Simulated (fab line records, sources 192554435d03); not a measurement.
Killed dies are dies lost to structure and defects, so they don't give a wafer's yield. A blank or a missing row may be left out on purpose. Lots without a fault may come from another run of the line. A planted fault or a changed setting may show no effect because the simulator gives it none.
A struck lot beside a sound one | flow n5_finfet | 24 steps out of a route of 1938
Sound: wafers L266.2, L266.5, L266.6. Struck: wafers L284.2, L284.5, L284.6. The cause comes at the end.
At each step with rows: each side's tool, then ch and its chambers, then its first start. Under that, the readings that differ: sound wafers | struck wafers | difference of the means | sigmas: that difference in standard deviations of wafers without a fault.
alike: readings whose means differ by less than 2 such deviations, and words and numbers that are the same on both sides. not compared: withheld readings, readings that some wafer has no value for, bounds like >300 that may hide the same value, and numbers for which the record gives no deviation and whose values overlap.
The two part at a step that has a row with sigmas, a row that says differs or no value, or rows on one side only. Numbers that don't overlap but have no deviation are shown without sigmas and don't part them. A reading that every wafer of one side lacks parts them only if that side has two wafers or more.

first, 9 steps without rows for these wafers: N5_BEOL_M6_EBR_07; N5_BEOL_M6_SOFTBAKE_06 (time 60 s); N5_BEOL_M6_EXPOSE_08 (exposes mask M6); N5_BEOL_M6_PEB_09 (peb time 60 s); N5_BEOL_M6_DEVELOP_10 (develop time 30 s); N5_BEOL_M6_DESCUM_16 (chemistry O2, time 7.9 s); N5_BEOL_M6_ETCH_61 (etches SiARC in CF4, target depth 45.5 nm, time 75.8 s); N5_BEOL_M6_ETCH_62 (etches SOC in N2/H2, target depth 110 nm, overetch 22 nm, time 165 s); N5_BEOL_M6_STRIP_68 (strips in N2/H2).
N5_BEOL_M6_STRIP_67: strips in CF4.
  sound on rie_diel-02 ch 1,2, day 9 07:02; struck on rie_diel-05 ch 0,1,2, day 13 16:32
  alike: drypump_motor_current_A, oes_product_au, rf_vpp_V, showerhead_plenum_p_Torr, throttle_valve_pct
  not compared: rf_hours_counter_h
then, 11 steps without rows for these wafers: N5_BEOL_M6_HM_OPEN_17 (chemistry Cl2/BCl3, target TiN, target depth 20 nm, overetch 6 nm); N5_BEOL_M6_STRIP_19 (strips in O2); N5_BEOL_M6_COAT_63 (time 60 s, resist thk 60 nm); N5_BEOL_M6_COAT_64 (time 60 s, resist thk 12 nm); N5_BEOL_M6_COAT_71 (time 60 s, resist thk 5 nm); N5_BEOL_M6_COAT_22 (resist thk 30 nm); N5_BEOL_M6_EBR_24; N5_BEOL_M6_SOFTBAKE_23 (time 60 s); N5_BEOL_M6_EXPOSE_25 (exposes mask V5, target cd 40 nm); N5_BEOL_M6_PEB_26 (peb time 60 s); N5_BEOL_M6_DEVELOP_27 (develop time 30 s).
N5_BEOL_M6_INSPECT_30: inspects for defects (brightfield).
  sound on defect_inspect-01, day 9 08:09; struck on defect_inspect-01, day 13 17:32
  alike: raw_defect_count
then, 1 step without rows for these wafers: N5_BEOL_M6_DESCUM_33 (chemistry O2, time 7 s).
-- the record jumps here: 4 days lie between the struck wafers' starts before and after (it left off in module BEOL_M6 and takes up again in module PASSIVATION, whose first step shown is number 1936 of the route) --
N5_PASSIVATION_PROBE_49:
  the record has rows for the struck wafers here (prober-01, day 17 15:14) and none for the sound ones

WHERE THEY PART
Only at N5_PASSIVATION_PROBE_49, within this record.

WHY: what the simulator had put in
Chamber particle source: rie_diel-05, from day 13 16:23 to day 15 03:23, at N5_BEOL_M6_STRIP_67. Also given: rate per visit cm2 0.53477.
